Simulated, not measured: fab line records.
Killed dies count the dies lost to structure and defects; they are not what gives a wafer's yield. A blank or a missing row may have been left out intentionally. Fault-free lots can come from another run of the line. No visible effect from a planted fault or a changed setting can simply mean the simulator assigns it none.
A lot that was struck, set against a sound lot + flow n5-finfet + 16 steps out of a route of 1938
Sound: these wafers, L315.1, L315.2, L315.5. Struck: wafers L318.2, L318.5, L318.6. The cause is named last.
Each step with rows lists, per side, the tool, then ch with its chambers, then its first start. Under that, the readings that differ: sound wafers + struck wafers + difference of the means + sigmas: that difference in standard deviations of wafers without a fault.
alike: a reading whose means differ by less than 2 such deviations, as well as words and numbers matching on both sides. not compared: withheld readings; readings where some wafer has no value; bounds like >300 that might hide an equal value; numbers whose values overlap and for which the record gives no deviation.
The two part at a step that has a row with sigmas, a row that says differs or no value, or rows on one side only. Non-overlapping numbers with no deviation appear without sigmas and do not part them. Lack of a reading on every wafer of one side parts them only where that side has two or more wafers.

N5_BEOL_M2_SPUTTER_90: material Cu, target thk 4.5 nm, time 8.29 s.
  sound: pvd-sputter-01 at day 7 17:31; struck: pvd-sputter-01 at day 8 08:47
  alike: throttle-valve-pct
N5_BEOL_M2_ANNEAL_91: time 240 s.
  sound: pvd-sputter-01 at day 7 17:36; struck: pvd-sputter-01 at day 8 08:52
  alike: heater-power-w
then, 4 steps without rows for these wafers: N5_BEOL_M2_SPUTTER_92 (material Cu, target thk 4.5 nm, time 8.29 s); N5_BEOL_M2_ANNEAL_93 (time 240 s); N5_BEOL_M2_SPUTTER_94 (material Cu, target thk 4.5 nm, time 8.29 s); N5_BEOL_M2_ANNEAL_95 (time 240 s).
N5_BEOL_M2_SPUTTER_96: material Cu, target thk 4.5 nm, time 8.29 s.
  sound: pvd-sputter-01 at day 7 18:11; struck: pvd-sputter-01 at day 8 09:26
  alike: throttle-valve-pct
then, 1 step without rows for these wafers: N5_BEOL_M2_ECD_50 (material Cu, target thk 300 nm).
N5_BEOL_M2_ANNEAL_51: time 90 s.
  sound on rtp-anneal-01 ch 0, day 7 18:24; struck on rtp-anneal-01 ch 0, day 8 09:41
  alike: wafer_temp_C_max
N5_BEOL_M2_CMP_52: polishes, stops on SiOC, t overpolish 6.8 s, target thk 40 nm.
  sound on cmp-03 ch 2,3, day 7 18:42; struck on cmp-03 ch 0,1, day 8 09:56
  alike: barrier-field-endpoint-s, edge-zone-pressure-frac, motor-current-A, overpolish-run-s, time-to-endpoint-s
N5_BEOL_M2_THK_MEAS_53: measures by xrf.
  sound: film-metro-01 at day 7 18:59; struck: film-metro-02 at day 8 10:14
  alike: M2_THK
then, 1 step without rows for these wafers: N5_BEOL_M2_PRE_CLEAN_60 (time 15 s).
N5_BEOL_M2_CO_CAP_55: material Co, precursor CCTBA/H2, target thk 2 nm, time 102.1 s.
  sound on cvd-co-01 ch 0,1,2, day 7 19:04; struck on cvd-co-01 ch 0,1, day 8 10:19
  no value came back on the struck wafers for chamber-pressure-Torr (Torr), heater-power-outer-w (W), heater-power-w (W); on the sound wafers chamber-pressure-Torr (Torr) reads 29.94 29.94 29.86
then, 1 step without rows for these wafers: N5_BEOL_M2_PRE_CLEAN_56 (time 15 s).
N5_BEOL_M4_RC_MEAS_101:
  sound on prober-02 ch 0, day 8 17:53; struck on prober-01 ch 0, day 9 07:14
  alike: DIBL_N, DIBL_P, IOFF_N, IOFF_P, ION_N, ION_P, SS_N, SS_P, VT_N, VT_P
N5_PASSIVATION_PROBE_49:
  the record holds rows for the sound wafers here (prober-01, day 12 17:53) but none for the struck ones

## WHERE THEY PART
Last at N5_PASSIVATION_PROBE_49 as far as this record goes, first at N5_BEOL_M2_CO_CAP_55.

WHY: the cause the simulator had injected
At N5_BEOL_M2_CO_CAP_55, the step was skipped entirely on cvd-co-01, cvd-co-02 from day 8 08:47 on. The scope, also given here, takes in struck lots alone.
